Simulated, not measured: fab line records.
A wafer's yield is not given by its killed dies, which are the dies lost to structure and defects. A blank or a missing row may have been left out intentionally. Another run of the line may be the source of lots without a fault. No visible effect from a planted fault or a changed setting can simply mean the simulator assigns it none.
fab line records    flow nand-harc
record: lots: 12  wafers: 36  last-day: 35
route steps=1302 shown A_CHANNEL_HOLE_D1@465 A_CHANNEL_FILL_D1@492
lots with no fault: from the same line, run without faults
start-h: hours from the record's opening day to when the first of the lot's shown wafers began    wait-h: hours since the lot's step before    " as in the row above    L1.1+2: a row that stands for several wafers    - either no value or no given start    * or withheld: withheld    < > ~ a bound
route shown NAME@n: a module of which the file shows steps, and the number in the route of the first    usual: mean/standard deviation of fault-free wafers    same: alike in all rows    chamber/n: place in a boat    sites: the reading at each site    _std_site: the values' standard deviation    _edge_site: the outer-site mean with the inner-site mean subtracted    radius-mm: how far each site lies from the wafer's centre    mask NAME#n: copy n    behind: tool/chamber where the wafer was last shaped    hold: the reason the lot was held/the length of the hold in hours/how it ended    device: names the non-switching transistor (n, p or np)    end of line: at the end of the route, the tests of the same wafers    a step with no rows: only its recipe    killed: not the wafer's yield, but the dies lost to structure and defects at the first sort    map: shows each die of a wafer: x if killed, . if not, _ if none is there
set.NAME: setting as actually run; set.NAME@STEP: the setting as run at that earlier step    model.NAME: the simulator's own value behind a step, which no gauge read
a sample of lots followed through the steps of the route, with each step as a table and each wafer as a row
services: the hour from which a tool's chamber was out of use, counted from the record's first day as start-h (under 0 if before that day), plus the number of hours and why
== steps ==
step: NHARC_A_CHANNEL_HOLE_D1_DESCUM_15
recipe: time-s: 3  o2-flow-sccm: 200  ar-flow-sccm: 0  bias-power-w: 0  chemistry: O2
usual: drypump-motor-current-A: 5.8/0.43  oes-product-au: 0.998/0.0097  rf-vpp-V: 57.8/0.93  showerhead-plenum-p-Torr: 1.89/0.068  throttle-valve-pct: 11.312/0.0095
lot.wafer  tool         chamber  start-h  wait-h  drypump-motor-current-A  oes-product-au  rf-hours-counter-h  rf-vpp-V  showerhead-plenum-p-Torr  throttle-valve-pct
L841.4     rie-diel-06  3        188.99   0.1     5.5                      0.992           13                  59.4      1.90                      11.313
L841.3     "            1        "        "       6.2                      1.002           12                  56.3      1.95                      11.307
L841.1     "            2        "        "       5.9                      0.990           15                  56.5      1.82                      11.324
L842.2     rie-diel-12  1        194.79   0.1     5.7                      1.013           8                   58.5      1.88                      11.315
L842.5     "            1        "        "       5.7                      1.016           -                   56.9      1.88                      11.304
L842.4     "            2        "        "       5.3                      0.985           -                   59.0      1.98                      11.317
L843.1     rie-diel-12  3        205.75   0.1     5.9                      0.987           11                  57.7      1.81                      11.325
L843.5     "            3        "        "       5.9                      0.985           -                   56.7      1.81                      11.313
L843.6     "            0        "        "       6.3                      1.000           -                   57.8      1.87                      11.303
L844.3     rie-diel-12  3        279.05   0.1     6.0                      0.994           0                   57.6      1.81                      11.316
L844.1     "            2        "        "       5.3                      0.995           0                   58.0      1.98                      11.303
L844.5     "            0        "        "       6.3                      0.990           -                   57.8      1.87                      11.318
L847.3     rie-diel-12  0        280.24   0.1     6.3                      1.002           0                   57.3      1.87                      11.319
L847.1     "            2        "        "       5.3                      0.991           1                   56.1      1.98                      11.327
L847.6     "            0        "        "       6.3                      1.005           -                   58.3      1.87                      11.315
L850.3     rie-diel-10  0        285.72   0.1     5.4                      1.025           14                  58.9      1.87                      11.321
L850.4     "            3        "        "       5.4                      1.016           12                  58.2      2.03                      11.322
L850.5     "            1        "        "       5.8                      1.008           -                   58.8      1.81                      11.300
L851.3     rie-diel-12  3        291.38   0.1     5.9                      0.983           4                   58.1      1.81                      11.334
L851.6     "            3        "        "       5.9                      0.983           -                   58.1      1.81                      11.326
L851.4     "            2        "        "       5.3                      0.990           -                   59.4      1.98                      11.327
L845.3     rie-diel-10  3        291.53   0.1     5.4                      1.005           15                  59.7      2.03                      11.304
L845.1     "            0        "        "       5.4                      1.016           19                  57.8      1.87                      11.294
L845.5     "            3        "        "       5.3                      1.009           -                   58.9      2.03                      11.311
L857.1     rie-diel-12  2        338.13   0.1     5.3                      0.987           9                   58.7      1.98                      11.319
L857.6     "            0        "        "       6.3                      0.994           -                   57.8      1.87                      11.317
L857.5     "            1        "        "       5.7                      0.991           -                   57.7      1.88                      11.310
L859.2     rie-diel-10  2        362.53   0.1     5.1                      1.005           43                  58.4      1.83                      11.324
L859.1     "            1        "        "       5.8                      1.010           48                  57.1      1.80                      11.308
L859.5     "            3        "        "       5.3                      1.019           -                   59.1      2.03                      11.314
L861.1     rie-diel-12  1        402.24   0.1     5.7                      0.996           10                  58.0      1.88                      11.323
L861.3     "            3        "        "       5.9                      0.999           13                  56.4      1.80                      11.314
L861.5     "            2        "        "       5.3                      1.006           -                   57.5      1.98                      11.304
L863.3     rie-diel-12  0        415.28   0.1     6.3                      1.000           14                  58.5      1.87                      11.320
L863.2     "            1        "        "       5.7                      0.987           10                  56.7      1.88                      11.315
L863.6     "            1        "        "       5.7                      0.990           -                   57.9      1.88                      11.302
step: NHARC_A_CHANNEL_HOLE_D1_ETCH_38
recipe: target-depth-a: 390  over-etch-frac: 0.3  time-s: 65  ion-energy-ev: 80  cf4-flow-sccm: 150  ar-flow-sccm: 0  rf-w: 300  bias-w: 100  chemistry: CF4
usual: drypump-motor-current-A: 5.8/0.42  oes-product-au: 0.997/0.0087  rf-vpp-V: 151.0/1.1  showerhead-plenum-p-Torr: 1.75/0.059  throttle-valve-pct: 13.284/0.0092
lot.wafer  tool         chamber  start-h  wait-h  drypump-motor-current-A  oes-product-au  rf-hours-counter-h  rf-vpp-V  showerhead-plenum-p-Torr  throttle-valve-pct
L841.3     rie-diel-06  3        189.08   0.1     5.4                      0.999           13                  151.9     1.76                      13.275
L841.1     "            0        "        "       6.8                      1.002           11                  150.5     1.74                      13.309
L841.4     "            1        "        "       6.1                      1.002           12                  151.8     1.80                      13.280
L842.2     rie-diel-12  2        194.90   0.1     5.3                      0.976           10                  152.5     1.83                      13.257
L842.5     "            1        "        "       5.7                      1.007           -                   150.6     1.74                      13.286
L842.4     "            2        "        "       5.3                      0.988           -                   151.8     1.83                      13.282
L843.1     rie-diel-12  1        205.85   0.1     5.7                      1.003           10                  150.8     1.74                      13.279
L843.6     "            0        "        "       6.3                      0.991           -                   151.3     1.73                      13.284
L843.5     "            1        "        "       5.7                      1.005           -                   150.4     1.74                      13.281
L844.1     rie-diel-12  0        279.14   0.1     6.3                      0.998           0                   151.5     1.73                      13.289
L844.3     "            1        "        "       5.7                      0.996           0                   150.1     1.74                      13.269
L844.5     "            3        "        "       5.9                      0.985           -                   150.2     1.68                      13.279
L847.1     rie-diel-12  1        280.32   0.1     5.7                      1.003           0                   150.2     1.74                      13.293
L847.3     "            3        "        "       5.9                      0.991           1                   150.6     1.68                      13.294
L847.6     "            1        "        "       5.7                      1.006           -                   152.0     1.74                      13.290
L850.4     rie-diel-10  2        285.80   0.1     5.1                      0.995           13                  150.3     1.70                      13.273
L850.3     "            3        "        "       5.3                      1.008           12                  153.0     1.87                      13.267
L850.5     "            3        "        "       5.4                      1.003           -                   152.8     1.87                      13.280
L851.3     rie-diel-12  0        291.48   0.1     6.3                      0.993           4                   149.9     1.73                      13.289
L851.4     "            0        "        "       6.3                      1.002           -                   151.0     1.73                      13.297
L851.6     "            2        "        "       5.3                      0.997           -                   152.2     1.83                      13.276
L845.1     rie-diel-10  1        291.62   0.1     5.8                      1.016           20                  151.1     1.68                      13.284
L845.3     "            3        "        "       5.4                      1.016           15                  154.2     1.87                      13.290
L845.5     "            2        "        "       5.1                      0.992           -                   149.3     1.70                      13.280
L857.1     rie-diel-12  3        338.22   0.1     5.9                      0.994           8                   151.1     1.68                      13.293
L857.5     "            0        "        "       6.3                      1.006           -                   150.5     1.73                      13.293
L857.6     "            1        "        "       5.7                      1.005           -                   150.3     1.74                      13.295
L859.2     rie-diel-10  0        362.62   0.1     5.4                      1.010           46                  149.3     1.72                      13.292
L859.1     "            1        "        "       5.8                      1.000           48                  148.9     1.67                      13.273
L859.5     "            3        "        "       5.4                      1.002           -                   152.8     1.87                      13.276
L861.1     rie-diel-12  1        402.33   0.1     5.7                      0.999           10                  151.4     1.74                      13.284
L861.3     "            2        "        "       5.3                      0.995           13                  151.7     1.82                      13.296
L861.5     "            0        "        "       6.3                      0.993           -                   149.6     1.73                      13.280
L863.3     rie-diel-12  3        415.37   0.1     6.0                      1.013           14                  149.6     1.67                      13.278
L863.2     "            0        "        "       6.3                      1.004           14                  150.6     1.73                      13.281
L863.6     "            1        "        "       5.7                      0.994           -                   151.2     1.74                      13.287
step: NHARC_A_CHANNEL_HOLE_D1_XSEM_31
recipe: landing-energy-ev: 35000
usual: bot-cd-nm: 74.1/1.3  bow-nm: 8.67/0.25  tilt-deg: 0.08/0.035
lot.wafer  tool     chamber  start-h  wait-h  bot-cd-nm  bow-nm  tilt-deg
L841.1     xsem-01  0        198.07   0.1     75.1       8.79    0.09
L841.3     "        0        "        "       73.1       8.84    0.09
L841.4     "        0        "        "       72.7       8.85    0.09
L842.2     xsem-02  0        201.95   0.1     75.0       8.38    0.03
L842.4     "        0        "        "       74.3       8.39    0.04
L842.5     "        0        "        "       73.9       8.40    0.04
L843.1     xsem-02  0        212.55   0.1     72.6       8.77    0.09
L843.5     "        0        "        "       72.8       8.80    0.09
L843.6     "        0        "        "       71.5       8.75    0.09
L844.1     xsem-02  0        285.93   0.1     73.4       8.89    0.02
L844.3     "        0        "        "       74.5       8.92    0.02
L844.5     "        0        "        "       73.6       8.96    0.02
L847.1     xsem-01  0        289.91   0.1     73.7       8.85    0.09
L847.3     "        0        "        "       74.1       8.88    0.09
L847.6     "        0        "        "       74.5       8.91    0.09
L850.3     xsem-02  0        294.18   0.1     74.3       8.66    0.08
L850.4     "        0        "        "       77.3       8.67    0.09
L850.5     "        0        "        "       74.9       8.57    0.09
L845.1     xsem-01  0        305.85   0.1     72.7       8.97    0.01
L845.3     "        0        "        "       72.4       9.05    0.01
L845.5     "        0        "        "       74.4       9.05    0.01
L851.3     xsem-01  0        310.84   0.1     72.4       8.62    0.00
L851.4     "        0        "        "       72.0       8.58    0.00
L851.6     "        0        "        "       71.9       8.60    0.01
L857.1     xsem-02  0        345.32   0.1     73.9       7.96    0.10
L857.5     "        0        "        "       75.4       7.98    0.10
L857.6     "        0        "        "       73.0       7.98    0.10
L859.1     xsem-01  0        369.35   0.1     75.0       8.91    0.08
L859.2     "        0        "        "       74.8       8.84    0.08
L859.5     "        0        "        "       76.3       8.82    0.08
L861.1     xsem-02  0        409.71   0.1     76.0       9.09    0.12
L861.3     "        0        "        "       77.1       9.11    0.12
L861.5     "        0        "        "       73.8       9.16    0.11
L863.2     xsem-02  0        438.22   0.1     75.3       8.37    0.11
L863.3     "        0        "        "       72.0       8.38    0.11
L863.6     "        0        "        "       74.0       8.33    0.11
step: NHARC_A_CHANNEL_FILL_D1_ALD_02
recipe: target-thk-a: 60  pulse-time-s: 10  ald-cycles: 60  temp-c: 300  material: SiO2
usual: ald-cycles: 60/0  heater-power-w: 481/55  precursor-pulse-height-rel: 0.997/0.02
lot.wafer  tool       chamber  start-h  wait-h  ald-cycles  heater-power-w  precursor-pulse-height-rel  since-wet-clean-h
L841.3     ald-hk-03  0        198.37   -       60          516             0.983                       152
L841.4     "          2        "        "       60          484             1.009                       152
L841.1     "          3        "        "       60          560             1.026                       152
L842.4     ald-hk-03  1        202.45   0.2     60          502             0.992                       156
L842.2     "          3        "        "       60          562             0.972                       156
L842.5     "          0        "        "       60          514             0.986                       -
L843.1     ald-hk-04  0        212.99   -       60          498             1.014                       127
L843.6     "          2        "        "       60          461             1.007                       -
L843.5     "          3        "        "       60          410             0.993                       -
L844.3     ald-hk-03  3        286.36   -       60          590             0.997                       62
L844.1     "          0        "        "       60          520             1.023                       62
L844.5     "          1        "        "       60          462             0.994                       -
L847.3     ald-hk-04  3        290.20   -       60          367             0.962                       26
L847.1     "          1        "        "       60          475             0.992                       26
L847.6     "          0        "        "       60          489             0.982                       -
L850.4     ald-hk-04  0        294.46   -       60          474             0.981                       30
L850.3     "          2        "        "       60          449             0.965                       30
L850.5     "          1        "        "       60          477             1.014                       -
L845.1     ald-hk-03  2        306.14   -       73          519             1.004                       82
L845.3     "          3        "        "       73          609             1.014                       82
L845.5     "          3        "        "       73          628             1.003                       -
L851.3     ald-hk-03  2        311.20   -       73          497             0.998                       87
L851.4     "          0        "        "       60          519             0.992                       87
L851.6     "          1        "        "       60          475             0.990                       -
L857.1     ald-hk-02  0        345.61   -       60          398             0.980                       165
L857.5     "          0        "        "       60          399             0.967                       -
L857.6     "          1        "        "       60          502             1.000                       -
L859.1     ald-hk-04  2        369.72   -       60          456             1.020                       105
L859.2     "          0        "        "       60          483             1.003                       105
L859.5     "          1        "        "       60          471             1.007                       -
L861.3     ald-hk-04  2        410.08   -       60          460             0.995                       146
L861.1     "          0        "        "       60          479             0.999                       146
L861.5     "          2        "        "       60          454             1.002                       -
L863.3     ald-hk-03  2        438.58   -       60          527             1.010                       36
L863.2     "          0        "        "       60          539             0.990                       36
L863.6     "          1        "        "       60          492             0.990                       -
== services ==
tool         chamber  start-h  hours  kind
ald-hk-02    -        171.07   10.0   pm
rie-diel-06  -        172.71   0.1    repair
rie-diel-06  3        175.54   5.8    repair
rie-diel-12  0        187.32   14.6   repair
ald-hk-03    -        214.56   10.0   pm
rie-diel-10  -        242.56   9.0    pm
rie-diel-12  -        252.69   0.6    repair
rie-diel-06  0        260.76   2.7    repair
rie-diel-12  -        268.80   9.0    pm
rie-diel-12  1        283.26   15.4   repair
rie-diel-06  -        307.26   9.0    pm
rie-diel-10  1        313.38   2.9    repair
rie-diel-06  0        319.73   7.8    repair
rie-diel-10  3        330.29   16.7   repair
rie-diel-06  -        339.55   31.5   repair
ald-hk-03    -        365.91   0.6    repair
xsem-01      -        374.00   14.0   pm
rie-diel-10  1        382.42   5.0    repair
xsem-02      -        387.57   0.5    repair
rie-diel-12  -        390.52   0.5    repair
ald-hk-03    -        392.56   10.0   pm
rie-diel-10  0        406.59   3.3    repair
rie-diel-10  -        419.56   9.0    pm
ald-hk-04    -        432.49   10.0   pm
== key ==
first-sign: step: NHARC_A_CHANNEL_FILL_D1_ALD_02  reading: ald-cycles  direction: up  sigmas: 99+  usual: 60  struck: 73
effect none on later readings
met-at NHARC_A_CHANNEL_FILL_D1_ALD_02
struck-lots L845,L851
struck-wafers L845.1,L845.3,L845.5,L851.3
tester-left-out L845,L851
not-acting-at NHARC_A_CHANNEL_HOLE_D1_DESCUM_15,NHARC_A_CHANNEL_HOLE_D1_ETCH_38,NHARC_A_CHANNEL_HOLE_D1_XSEM_31
onset-between 286.36 306.14
fault: kind: process-parameter-drift  tool: ald-hk-03  chamber: -  onset-h: 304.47  steps: NHARC_A_CHANNEL_FILL_D1_ALD_02  channel: ald-cycles  offset: 13  shape: step  end-h: 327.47  scope: struck-wafers-only  acts-in: these-recipes-only  stated: 60
tester-left-out: of these lots the tester's yield and bins aren't shown, on N5 and GAA mostly nor the transistor test; their killed dies are dies lost to structure and defects alone, not to doping, threshold or leakage, so they don't give the yield
